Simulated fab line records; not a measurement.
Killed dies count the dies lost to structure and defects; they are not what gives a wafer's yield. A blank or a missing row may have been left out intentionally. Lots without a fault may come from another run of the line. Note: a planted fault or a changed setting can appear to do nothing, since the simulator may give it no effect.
Chamber matching    flow n5 finfet    N5_BEOL_M10_ALD_74 on ald metal-04 has 4 sister chambers
The step deposits TaN, target thk 2 nm, pulse time 2 s, purge time 3 s. 8 wafers are shown with their chamber, then 7 later ones without.

== WAFERS WITH THEIR CHAMBER ==
wafer   chamber  heater power w (W)
L074.4  0        467
L079.3  1        407
L079.6  2        441
L088.1  0        477
L088.4  2        429
L088.5  3        396
L089.2  3        403
L089.3  1        414

== WAFERS MISSING THEIR CHAMBER ==
wafer   heater power w (W)
L089.6  396
L092.1  406
L092.2  417
L092.3  435
L095.2  469
L095.4  429
L095.6  485

== EACH ONE'S CHAMBER ==
wafer   from the rows above           in truth
L089.6  can't be placed: 3 or 1       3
L092.1  can't be placed: 1 or 3       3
L092.2  can't be placed: 1 or 3 or 2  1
L092.3  2                             2
L095.2  0                             0
L095.4  can't be placed: 2 or 1       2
L095.6  0                             0
Placed correctly: 3 of 7. These rows do not allow placing 4 (true chamber among the candidates in 4). Placed wrongly: 0.
How it was worked out, from the rows above alone: a wafer's distance from a chamber is the root of the sum, over the readings, of the square of ((its reading less the chamber's mean) divided by the reading's scatter). If the next closest chamber is less than 2 further off than the closest, the wafer can't be placed; otherwise it belongs to the closest. A chamber's mean is the mean of its shown wafers. The scatter is the square root of a quotient: the sum, over the shown wafers, of each reading's squared deviation from its chamber's mean, divided by wafers minus chambers.
